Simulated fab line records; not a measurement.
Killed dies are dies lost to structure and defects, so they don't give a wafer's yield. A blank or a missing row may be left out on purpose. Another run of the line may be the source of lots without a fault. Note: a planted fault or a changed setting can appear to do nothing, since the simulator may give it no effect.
2 desks looking at one fault / flow n5Finfet / numbers are kept per desk, each desk with only its own; the story behind them comes last

== AT THE METROLOGY DESK ==
What the gauges read for every lot (on any tool): the sampled wafers with a number, averaged. A lot is out of limits, marked OUT, if its mean lies more than 4 standard deviations from the usual mean; the brackets give that distance.
Columns: A = cdNm at N5_PASSIVATION_CD_MEAS_10, usual 3001.0 nm; B = PAD_OVL at N5_PASSIVATION_OVL_MEAS_63, usual 3 nm
lot=L756; first seen here=day 13 04:29; A=2999.4; B=1
lot=L760; first seen here=day 14 13:29; A=2999.4; B=-0
lot=L759; first seen here=day 14 18:13; A=3003.4; B=6
lot=L764; first seen here=day 15 05:34; A=3004.5; B=-1
lot=L762; first seen here=day 15 18:14; A=3001.4; B=12
lot=L766; first seen here=day 16 09:03; A=3003.1; B=10
lot=L767; first seen here=day 16 17:38; A=2999.4; B=8
lot=L771; first seen here=day 17 07:49; A=2996.0; B=2
lot=L770; first seen here=day 17 08:28; A=3002.6; B=5
lot=L769; first seen here=day 17 09:20; A=3003.4; B=1
lot=L768; first seen here=day 18 04:55; A=3000.4; B=-8
lot=L777; first seen here=day 21 02:21; A=3000.2; B=3
This desk's finding: nothing out of limits on any of the 12 lots.

== AT THE TOOL OWNER'S DESK: rieDiel-06 ==
The tool's own readings at N5_BEOL_M3_ETCH_69 (etches SiARC in CF4, target depth 15.6 nm, time 26 s): means of the sampled wafers that have a number, for each lot that ran on this tool. A lot is out of limits, marked OUT, if its mean lies more than 4 standard deviations from the usual mean; the brackets give that distance.
Columns: A = drypumpMotorCurrentA at N5_BEOL_M3_ETCH_69, usual 5.6 A; B = etchRfOnTimeS at N5_BEOL_M3_ETCH_69, usual 26.0 s; C = oesProductAu at N5_BEOL_M3_ETCH_69, usual 0.67 a.u.; D = rfVppV at N5_BEOL_M3_ETCH_69, usual 184.0 V; E = showerheadPlenumPTorr at N5_BEOL_M3_ETCH_69, usual 2.13 Torr; F = throttleValvePct at N5_BEOL_M3_ETCH_69, usual 15.62 %
lot=L756; first seen here=day 7 13:52; A=5.6; B=25.7; C=0.77; D=183.2; E=2.07; F=15.32
lot=L767; first seen here=day 10 17:29; A=5.7; B=26.1; C=0.68; D=183.1; E=2.07; F=15.58
lot=L768; first seen here=day 11 06:59; A=5.8; B=26.2; C=0.61; D=183.0; E=2.08; F=15.82
lot=L777; first seen here=day 13 09:16; A=5.9; B=26.9; C=0.62; D=182.8; E=2.03; F=15.76
This desk's finding: nothing out of limits on any of the 4 lots.

== ALL TOGETHER ==
At the metrology desk, nothing out of limits was observed.
Nothing out of limits was seen by the tool owner's desk.

== WHAT THE SIMULATOR HAD INSERTED ==
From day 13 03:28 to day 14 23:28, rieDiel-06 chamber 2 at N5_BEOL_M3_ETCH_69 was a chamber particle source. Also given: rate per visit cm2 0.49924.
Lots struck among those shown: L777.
